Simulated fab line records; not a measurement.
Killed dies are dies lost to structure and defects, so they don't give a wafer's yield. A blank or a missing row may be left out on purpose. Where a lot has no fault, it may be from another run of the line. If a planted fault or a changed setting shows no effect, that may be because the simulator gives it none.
Comparing a struck lot with a sound one / flow nand_harc / 15 out of 1302 route steps
Sound: these wafers, L790.3, L790.4, L790.5. Struck: wafers L783.1, L783.2 (left out: L783.3, a lot-mate that was not struck); the cause follows at the end.
Per side, at each step with rows, come the tool, then ch with its chambers, and then its first start. Under that, the readings that differ: sound wafers / struck wafers / difference of the means / sigmas: that difference in standard deviations of wafers without a fault.
alike: readings whose means differ by less than 2 such deviations, and words and numbers that are the same on both sides. not compared: withheld readings, readings that some wafer has no value for, bounds like >300 that may hide the same value, and numbers for which the record gives no deviation and whose values overlap.
A row with sigmas, a row that says differs or no value, or rows on one side alone: a step with any of these is where the two part. Non-overlapping numbers with no deviation appear without sigmas and do not part them. A reading missing from all wafers of one side parts the sides only when that side holds two or more wafers.

first, 6 steps without rows for these wafers: NHARC_A_DECK1_JOINT_CVD_34 (deposits SiNx, target thk 20 nm); NHARC_A_DECK1_JOINT_DEP_06 (deposits SiOx, target thk 80 nm); NHARC_A_DECK1_JOINT_CURE_26 (time 32 s); NHARC_A_DECK1_JOINT_ANNEAL_27 (time 3600 s); NHARC_A_DECK1_JOINT_ANNEAL_28 (time 1800 s); NHARC_A_DECK1_JOINT_ANNEAL_29 (time 1800 s).
NHARC_A_DECK1_JOINT_CMP_02: polishes SiOx.
  sound on cmp-04 ch 1,2,3, day 18 19:23; struck on cmp-02 ch 0,2, day 15 23:11
  alike: motor_current_A, retaining_ring_pressure_frac
next, for these wafers, 1 step has no rows: NHARC_A_DECK1_JOINT_SRD_15.
NHARC_A_DECK1_JOINT_DEP_16: deposits SiO2, target thk 45 nm.
  sound on pecvd-04 ch 0,1,2, day 18 19:47; struck on pecvd-03 ch 0,1, day 15 23:34
  alike: heater_power_w, throttle_valve_pct
NHARC_A_DECK1_JOINT_THK_MEAS_17: measures by ellipsometry.
  sound on film_metro-01 at day 18 20:04; struck on film_metro-01 at day 15 23:50
  alike: thk_nm
NHARC_A_DECK1_JOINT_INSPECT_05:
  sound on defect_inspect-01 at day 18 20:07; struck on defect_inspect-01 at day 15 23:53
  alike: raw_defect_count
NHARC_A_ONON_D2_DEP_00: target thk 1000 nm.
  sound on pecvd_onon-01 ch 0, day 18 20:17; struck on pecvd_onon-03 ch 0, day 15 23:56
  alike: n2_flow_sccm, n2o_flow_sccm
NHARC_A_ONON_D2_THK_MEAS_02: measures by ellipsometry.
  sound on film_metro-02 at day 18 20:41; struck on film_metro-02 at day 16 00:27
reading=thk_nm (nm); sound=987 990 989; struck=1871 1871; difference=+882; sigmas=+92
following that, 1 step holds no rows for these wafers, namely NHARC_A_ONON_D2_DEP_03 (target thickness 1000 nm).
-- the record jumps here: 12 days lie between the struck wafers' starts before and after (it left off in module A_ONON_D2 and takes up again in module END, whose first step shown is number 1302 of the route) --
NHARC_END_SORT_01:
  sound on prober-01 ch 0, day 30 17:19; struck on prober-01 ch 0, day 27 14:16
reading=killed_at_array; sound=57; struck=672 677; difference=+618; sigmas=+36
reading=killed_at_periphery; sound=9; struck=4 0; difference=-7; sigmas=-3
reading=killed_dies; sound=66; struck=677 677; difference=+611; sigmas=+36
reading=killed_open; sound=9; struck=5 2; difference=-6; sigmas=-3
  alike: killed_at_other, killed_short

## WHERE THEY PART
Last at NHARC_END_SORT_01 as far as this record goes, first at NHARC_A_ONON_D2_THK_MEAS_02.

WHY: what had been put in by the simulator
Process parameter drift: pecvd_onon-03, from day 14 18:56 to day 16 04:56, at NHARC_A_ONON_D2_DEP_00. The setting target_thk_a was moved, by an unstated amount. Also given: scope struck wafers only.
